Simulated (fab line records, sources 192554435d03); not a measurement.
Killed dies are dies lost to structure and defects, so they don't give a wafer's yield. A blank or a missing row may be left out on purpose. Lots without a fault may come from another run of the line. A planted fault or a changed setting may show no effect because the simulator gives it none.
A struck lot beside a sound one | flow n5_finfet | 37 steps out of a route of 1938
Sound: wafers L427.1, L427.3, L427.5. Struck: wafer L437.5. (L437.1 of the same lot was not struck and is left out.) The cause comes at the end.
At each step with rows: each side's tool, then ch and its chambers, then its first start. Under that, the readings that differ: sound wafers | struck wafers | difference of the means | sigmas: that difference in standard deviations of wafers without a fault.
alike: readings whose means differ by less than 2 such deviations, and words and numbers that are the same on both sides. not compared: withheld readings, readings that some wafer has no value for, bounds like >300 that may hide the same value, and numbers for which the record gives no deviation and whose values overlap.
The two part at a step that has a row with sigmas, a row that says differs or no value, or rows on one side only. Numbers that don't overlap but have no deviation are shown without sigmas and don't part them. A reading that every wafer of one side lacks parts them only if that side has two wafers or more.

first, 8 steps without rows for these wafers: N5_BEOL_M6_SPUTTER_48 (material Cu, target thk 10 nm, time 1.667 s); N5_BEOL_M6_ECD_50 (material Cu, target thk 300 nm); N5_BEOL_M6_ANNEAL_51 (time 90 s); N5_BEOL_M6_CMP_52 (polishes, stops on SiCOH lowk, t overpolish 6.9 s, target thk 80 nm); N5_BEOL_M6_PRE_CLEAN_55 (time 15 s); N5_BEOL_M6_DEP_56 (deposits SiCN from 3MS/NH3, target thk 10 nm, time 17.5 s); N5_BEOL_M7_ILD_DEP_00 (deposits SiCOH lowk from DEMS/porogen, target thk 179.75 nm, time 33.4 s); N5_BEOL_M7_CURE_74 (cures SiCOH lowk, time 240 s).
N5_BEOL_M7_PECVD_70: deposits SiO2 from TEOS/O2, target thk 20 nm, time 22.7 s.
  sound on pecvd-03 ch 0,2, day 10 16:23; struck on pecvd-03 ch 0, day 12 16:55
  reading                                    | sound        | struck | difference | sigmas
  model.SiO2_of_BEOL_M7_PECVD_70.thk_nm (nm) | 20 20.4 20.2 | 26     | +6         |
  alike: heater_power_w, showerhead_plenum_p_Torr, throttle_valve_pct
then, 25 steps without rows for these wafers: N5_BEOL_M7_HM_DEP_02 (deposits TiN, target thk 20 nm); N5_BEOL_M7_COAT_59 (time 60 s, resist thk 100 nm); N5_BEOL_M7_COAT_60 (time 60 s, resist thk 35 nm); N5_BEOL_M7_COAT_05 (resist thk 90 nm); N5_BEOL_M7_EBR_07; N5_BEOL_M7_SOFTBAKE_06 (time 60 s); N5_BEOL_M7_EXPOSE_08 (exposes mask M7); N5_BEOL_M7_PEB_09 (peb time 60 s); N5_BEOL_M7_DEVELOP_10 (develop time 30 s); N5_BEOL_M7_DESCUM_16 (chemistry O2, time 7.9 s); N5_BEOL_M7_ETCH_61 (etches SiARC in CF4, target depth 45.5 nm, time 75.8 s); N5_BEOL_M7_ETCH_62 (etches SOC in N2/H2, target depth 110 nm, overetch 22 nm, time 165 s); N5_BEOL_M7_STRIP_68 (strips in N2/H2); N5_BEOL_M7_STRIP_67 (strips in CF4); N5_BEOL_M7_HM_OPEN_17 (chemistry Cl2/BCl3, target TiN, target depth 20 nm, overetch 6 nm); N5_BEOL_M7_STRIP_19 (strips in O2); N5_BEOL_M7_COAT_63 (time 60 s, resist thk 60 nm); N5_BEOL_M7_COAT_64 (time 60 s, resist thk 12 nm); N5_BEOL_M7_COAT_71 (time 60 s, resist thk 5 nm); N5_BEOL_M7_COAT_22 (resist thk 30 nm); N5_BEOL_M7_EBR_24; N5_BEOL_M7_SOFTBAKE_23 (time 60 s); N5_BEOL_M7_EXPOSE_25 (exposes mask V6, target cd 40 nm); N5_BEOL_M7_PEB_26 (peb time 60 s); N5_BEOL_M7_DEVELOP_27 (develop time 30 s).
N5_BEOL_M7_HM_STRIP_39: strips TiN in peroxide tin strip, target depth 25 nm, time 158 s.
  sound on wet_bench-05 ch 1,2,6, day 10 20:10; struck on wet_bench-04 ch 4, day 12 20:33
  reading                                    | sound        | struck | difference | sigmas
  model.SiO2_of_BEOL_M7_PECVD_70.thk_nm (nm) | 19.8 20.2 20 | 25.8   | +5.8       |
N5_BEOL_M7_CMP_52: polishes, stops on SiCOH lowk, t overpolish 6.9 s, target thk 80 nm.
  sound on cmp-02 ch 0,2,3, day 10 21:58; struck on cmp-02 ch 0, day 12 23:55
  reading                      | sound          | struck | difference | sigmas
  barrier_field_endpoint_s (s) | 28.8 28.7 29.0 | 35.9   | +7.1       | +8
  alike: clearing_platen_rpm, motor_current_A
-- the record jumps here: 3 days lie between the struck wafers' starts before and after (it left off in module BEOL_M7 and takes up again in module PASSIVATION, whose first step shown is number 1936 of the route) --
N5_PASSIVATION_PROBE_49:
  the record has rows for the struck wafers here (prober-01, day 15 16:00) and none for the sound ones

WHERE THEY PART
First at N5_BEOL_M7_CMP_52; last, within this record, at N5_PASSIVATION_PROBE_49.

WHY: what the simulator had put in
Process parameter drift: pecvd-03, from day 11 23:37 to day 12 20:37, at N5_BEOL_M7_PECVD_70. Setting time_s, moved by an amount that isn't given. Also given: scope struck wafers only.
